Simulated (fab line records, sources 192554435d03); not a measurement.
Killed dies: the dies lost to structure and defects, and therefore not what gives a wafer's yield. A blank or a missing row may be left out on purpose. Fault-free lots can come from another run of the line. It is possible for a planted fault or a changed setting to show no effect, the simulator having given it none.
Chamber matching	flow n5 finfet	N5_BEOL_M2_DESCUM_16 on rie diel-01 has 4 sister chambers
The step chemistry O2, time 7 s. 8 wafers are shown with their chamber, then 8 later ones without.

## EACH WAFER AND ITS CHAMBER
wafer	chamber	drypump motor current A (A)	showerhead plenum p Torr (Torr)
L080.2	1	5.7	2.00
L083.1	1	5.7	2.00
L083.2	0	6.5	2.16
L083.5	2	5.1	2.22
L089.3	3	5.6	2.13
L089.4	2	5.0	2.21
L089.6	0	6.5	2.15
L092.2	3	5.7	2.12

## WAFERS WITH NO CHAMBER GIVEN
wafer	drypump motor current A (A)	showerhead plenum p Torr (Torr)
L092.4	6.5	2.15
L092.5	5.7	1.99
L094.2	5.1	2.21
L094.4	5.7	2.12
L094.6	6.5	2.15
L097.2	5.8	1.99
L097.3	5.1	2.21
L097.4	5.7	2.12

## WHICH CHAMBER EACH WENT THROUGH
wafer	from the rows above	in truth
L092.4	0	0
L092.5	1	1
L094.2	2	2
L094.4	3	3
L094.6	0	0
L097.2	1	1
L097.3	2	2
L097.4	3	3
Correctly placed: 8 of 8. Left unplaced by these rows: 0. Placed wrongly: 0.
How it was worked out, from the rows above alone: a wafer's distance from a chamber is the root of the sum, over the readings, of the square of ((its reading less the chamber's mean) divided by the reading's scatter). If the next closest chamber is less than 2 further off than the closest, the wafer can't be placed; otherwise it belongs to the closest. Each chamber's mean is taken over the wafers shown for it. How the scatter is found: for the shown wafers, subtract from each reading the mean of its chamber, square and add these, divide the total by (wafers less chambers), then take the root.
